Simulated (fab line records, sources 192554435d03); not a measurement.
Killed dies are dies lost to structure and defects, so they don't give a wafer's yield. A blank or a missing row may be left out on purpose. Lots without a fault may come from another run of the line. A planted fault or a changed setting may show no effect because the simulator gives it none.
One fault seen from 2 desks | flow n5_finfet | each desk has only its own numbers; what lay behind them comes last

THE TOOL OWNER'S DESK: pecvd-03
The tool's own readings at N5_GATE_CUT_HM_DEP_46 (deposits SiO2 from TEOS/O2, target thk 130 nm, time 26.6 s): means of the sampled wafers that have a number, for each lot that ran on this tool. A lot is out of limits, marked OUT, if its mean lies more than 4 standard deviations from the usual mean; the brackets give that distance.
Columns: A = heater_power_w at N5_GATE_CUT_HM_DEP_46, usual 552 W; B = showerhead_plenum_p_Torr at N5_GATE_CUT_HM_DEP_46, usual 8.364 Torr; C = throttle_valve_pct at N5_GATE_CUT_HM_DEP_46, usual 18.8 %
lot  | first seen here | A   | B     | C
L193 | day 4 17:34     | 489 | 8.363 | 17.8
L195 | day 5 00:55     | 498 | 8.369 | 17.1
L203 | day 7 02:27     | 514 | 8.346 | 18.0
L205 | day 7 11:34     | 533 | 8.353 | 17.3
This desk's finding: nothing out of limits on any of the 4 lots.

THE METROLOGY DESK
What the gauges read, lot by lot, whatever tool the lot ran on: means of the sampled wafers that have a number. A lot is out of limits, marked OUT, if its mean lies more than 4 standard deviations from the usual mean; the brackets give that distance. Of its 11 readings 7 are shown: the one that was out of limits first, and those that lie furthest out on some lot.
Columns: A = GC_FILL_THK at N5_GATE_CUT_THK_MEAS_24, usual 219.8 nm; B = IOFF_P at N5_BEOL_M4_RC_MEAS_101, usual 0.22 nA/um; C = ION_N at N5_BEOL_M4_RC_MEAS_101, usual 675 uA/um; D = ION_P at N5_BEOL_M4_RC_MEAS_101, usual 465 uA/um; E = SS_P at N5_BEOL_M4_RC_MEAS_101, usual 73.3 mV/dec; F = VT_N at N5_BEOL_M4_RC_MEAS_101, usual 249.8 mV; G = VT_P at N5_BEOL_M4_RC_MEAS_101, usual -249 mV
lot  | first seen here | A               | B    | C   | D   | E    | F     | G
L193 | day 4 21:13     | 220.5           | 0.21 | 673 | 463 | 72.8 | 249.3 | -251
L195 | day 5 04:38     | 219.7           | 0.17 | 665 | 454 | 72.1 | 252.3 | -254
L203 | day 7 05:32     | 245.4 (+15) OUT | 0.22 | 682 | 466 | 73.6 | 249.3 | -248
L205 | day 7 14:46     | 242.2 (+13) OUT | 0.24 | 679 | 471 | 73.4 | 248.5 | -246
L209 | day 8 13:40     | 220.6           | 0.20 | 680 | 462 | 72.9 | 249.2 | -251
L210 | day 9 00:50     | 221.7           | 0.23 | 679 | 470 | 73.5 | 251.6 | -248
L211 | day 9 05:26     | 221.8           | 0.16 | 656 | 445 | 73.9 | 256.0 | -257
L215 | day 10 04:43    | 219.1           | 0.26 | 672 | 469 | 73.7 | 247.6 | -246
This desk's finding: out of limits on L203, L205; first on L203, day 7 05:32 (GC_FILL_THK at N5_GATE_CUT_THK_MEAS_24). In limits: L193, L195, L209, L210, L211, L215.

PUT TOGETHER
The metrology desk could have raised an alarm at day 7 05:32, on L203, L205.
The tool owner's desk saw nothing out of limits.
The tool owner's desk has L203, L205 on record, within its limits.
Of the lots named, all ran N5_GATE_CUT_HM_DEP_46 on pecvd-03.

WHAT THE SIMULATOR HAD PUT IN
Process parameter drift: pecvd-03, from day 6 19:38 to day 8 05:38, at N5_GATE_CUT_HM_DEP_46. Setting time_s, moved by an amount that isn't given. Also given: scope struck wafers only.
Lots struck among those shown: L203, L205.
Hours from the fault's start to each desk's first reading out of limits: the metrology desk, 10.
